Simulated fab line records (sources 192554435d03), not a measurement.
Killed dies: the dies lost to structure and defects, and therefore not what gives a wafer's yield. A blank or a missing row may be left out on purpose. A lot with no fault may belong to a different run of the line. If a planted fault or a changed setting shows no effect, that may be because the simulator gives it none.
Split-lot study	flow n5Finfet	on a route of 1938 steps: 7 lots, 39 wafers read

## THE SPLIT ITSELF
At N5_MIM_BOT_LITHO_DEVELOP_07 (develop time 60 s), the setting developTimeS was moved away from the recipe's 60 s on 12 of the 39 wafers read, by -32.3% to +22.4%. All remaining wafers had this setting at the recipe value.

## FROM THE SPLIT ON TO THE READING: in between, the file shows 1 step
- N5_MIM_BOT_LITHO_HARDBAKE_09: time 120 s

## THE READING
cdNm, in nm, at N5_MIM_BOT_LITHO_CD_MEAS_08 (target cd 3000 nm). Typical for fault-free wafers on this fab line: 3000.0 nm, with standard deviation 1.8 nm.

wafer	tool, chamber at the split	developTimeS as run, s	against the recipe	cdNm, nm	against lot-mates on the recipe
L075.1	lithoTrack-01, 0	60	recipe	2999.5	-
L075.3	lithoTrack-01, 0	60	recipe	3001.9	-
L075.4	lithoTrack-01, 0	60	recipe	2999.8	-
L082.1	lithoTrack-02, 0	46.72	-22.1%	2996.0	-7.2
L082.2	lithoTrack-02, 0	60	recipe	3002.4	-
L082.3	lithoTrack-02, 0	60	recipe	3005.2	-
L082.4	lithoTrack-02, 0	60	recipe	3001.9	-
L082.5	lithoTrack-02, 0	46.72	-22.1%	2997.9	-5.3
L082.6	lithoTrack-02, 0	46.72	-22.1%	2997.3	-5.9
L081.1	lithoTrack-01, 0	60	recipe	2996.7	-
L081.2	lithoTrack-01, 0	40.64	-32.3%	2991.4	-6.5
L081.3	lithoTrack-01, 0	60	recipe	2999.4	-
L081.4	lithoTrack-01, 0	60	recipe	2997.6	-
L081.5	lithoTrack-01, 0	40.64	-32.3%	2991.3	-6.6
L081.6	lithoTrack-01, 0	40.64	-32.3%	2990.6	-7.3
L086.1	lithoTrack-01, 0	60	recipe	3001.9	-
L086.2	lithoTrack-01, 0	60	recipe	3001.3	-
L086.3	lithoTrack-01, 0	60	recipe	3001.3	-
L086.4	lithoTrack-01, 0	60	recipe	3001.5	-
L086.5	lithoTrack-01, 0	60	recipe	2999.2	-
L086.6	lithoTrack-01, 0	60	recipe	3000.7	-
L089.1	lithoTrack-05, 0	73.41	+22.4%	3005.5	+5.2
L089.2	lithoTrack-05, 0	60	recipe	3000.2	-
L089.3	lithoTrack-05, 0	60	recipe	3000.1	-
L089.4	lithoTrack-05, 0	60	recipe	3000.5	-
L089.5	lithoTrack-05, 0	73.41	+22.4%	3006.3	+6.0
L089.6	lithoTrack-05, 0	73.41	+22.4%	3003.1	+2.8
L091.1	lithoTrack-01, 0	42.9	-28.5%	2996.4	-6.2
L091.2	lithoTrack-01, 0	60	recipe	3003.4	-
L091.3	lithoTrack-01, 0	42.9	-28.5%	2996.3	-6.3
L091.4	lithoTrack-01, 0	60	recipe	3000.6	-
L091.5	lithoTrack-01, 0	60	recipe	3003.7	-
L091.6	lithoTrack-01, 0	42.9	-28.5%	2995.8	-6.8
L094.1	lithoTrack-05, 0	60	recipe	3002.4	-
L094.2	lithoTrack-05, 0	60	recipe	2999.8	-
L094.3	lithoTrack-05, 0	60	recipe	3001.9	-
L094.4	lithoTrack-05, 0	60	recipe	3000.2	-
L094.5	lithoTrack-05, 0	60	recipe	3001.4	-
L094.6	lithoTrack-05, 0	60	recipe	3000.1	-

FIT RESULTS
A straight line over all 39 wafers: cdNm changes by +0.219 nm for each +1% of developTimeS; r = +0.86; the points scatter about the line by 1.8 nm.
The same after taking each lot's own level away (the mean of its wafers on the recipe; 39 wafers): +0.224 nm for each +1%; r = +0.95; scatter 1.1 nm.
That fit puts the effect of the largest move of developTimeS on the reading at 7.2 nm.
From 2997.90 to 3003.17 nm: that is the span of the lots' own levels, equal to 2.9 times the standard deviation above.
The two slopes are in agreement: the lot-to-lot level therefore moves the slope only a little.
Check: for one of the wafers moved furthest among these (-32.3%), held out of the fit, the line's prediction against its lot-mates is -7.43 nm. Against them it came out at -6.5 nm.

## OTHER SPLITS APPLIED TO THESE WAFERS
Other splits were also applied to these wafers ahead of the reading. Each is held against what the fit with the lots' levels taken away leaves over:
other split on the same wafers	wafers away from the commonest value	r with cdNm (lot level and that fit taken away)
N5_BEOL_M9_ILD_DEP_00 timeS	18	+0.13

## THE FILE'S OWN FIT
cdNm changes by +0.225 nm for each +1% of developTimeS, r = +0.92.
